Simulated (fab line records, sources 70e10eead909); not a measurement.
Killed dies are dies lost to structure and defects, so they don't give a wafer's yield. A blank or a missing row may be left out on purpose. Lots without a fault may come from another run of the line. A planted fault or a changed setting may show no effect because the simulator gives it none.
Chamber matching | flow nand_harc | NHARC_THIN_TSV_CMP_21 on cmp-02: 3 sister chambers
The step polishes, t overpolish 30 s, target thk 2000 nm. 14 wafers are shown with their chamber, then 6 later ones without.

WAFERS WITH THEIR CHAMBER
wafer  | chamber | motor_current_A (A) | edge_zone_pressure_frac | overpolish_run_s (s)
L481.1 | 0       | 10.9                | 0.996                   | 30.007
L481.3 | 1       | 13.6                | 1.000                   | 29.987
L481.6 | 0       | 10.8                | 1.004                   | 30.005
L485.1 | 1       | 13.3                | 0.993                   | 30.014
L485.4 | 2       | 11.4                | 0.999                   | 30.006
L485.6 | 1       | 13.4                | 0.997                   | 30.009
L482.3 | 1       | 13.3                | 0.998                   | 29.991
L482.5 | 0       | 11.2                | 1.003                   | 30.006
L482.6 | 1       | 13.5                | 0.994                   | 29.988
L483.2 | 0       | 11.1                | 0.999                   | 29.988
L483.4 | 2       | 11.2                | 0.993                   | 30.006
L483.5 | 0       | 11.2                | 1.001                   | 29.994
L484.2 | 1       | 13.0                | 0.999                   | 29.994
L484.4 | 2       | 12.2                | 0.997                   | 30.004

SIGNATURES (means of the wafers above)
reading                 | chamber 0 | chamber 1 | chamber 2 | scatter within a chamber
motor_current_A         | 11.040    | 13.350    | 11.600    | 0.287
edge_zone_pressure_frac | 1.00060   | 0.99683   | 0.99633   | 0.003
overpolish_run_s        | 30.00000  | 29.99717  | 30.00533  | 0.0093
Rule: a wafer's distance from a chamber is the root of the sum, over the readings, of the square of ((its reading less the chamber's mean) divided by the reading's scatter). The wafer belongs to the nearest chamber; if the next one is less than 2 further off, it can't be placed. The scatter: the root of (the sum of the squares of (reading less its chamber's mean) over the shown wafers, divided by (wafers less chambers)).

WAFERS WITHOUT THEIR CHAMBER
wafer  | motor_current_A (A) | edge_zone_pressure_frac | overpolish_run_s (s)
L493.1 | 12.5                | 1.001                   | 29.990
L493.2 | 11.0                | 1.002                   | 30.001
L493.3 | 11.5                | 0.998                   | 29.999
L500.1 | 12.7                | 1.005                   | 30.012
L500.2 | 11.8                | 1.004                   | 29.999
L500.5 | 11.6                | 0.999                   | 30.013

WHICH CHAMBER EACH WENT THROUGH
wafer  | from the rows above          | in truth
L493.1 | can't be placed: 1 or 2 or 0 | 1
L493.2 | 0                            | 0
L493.3 | can't be placed: 2 or 0      | 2
L500.1 | can't be placed: 1 or 2      | 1
L500.2 | can't be placed: 2 or 0      | 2
L500.5 | can't be placed: 2 or 0      | 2
Placed correctly: 1 of 6. Can't be placed from these rows: 5 (the true chamber is among the candidates in 5). Placed wrongly: 0.
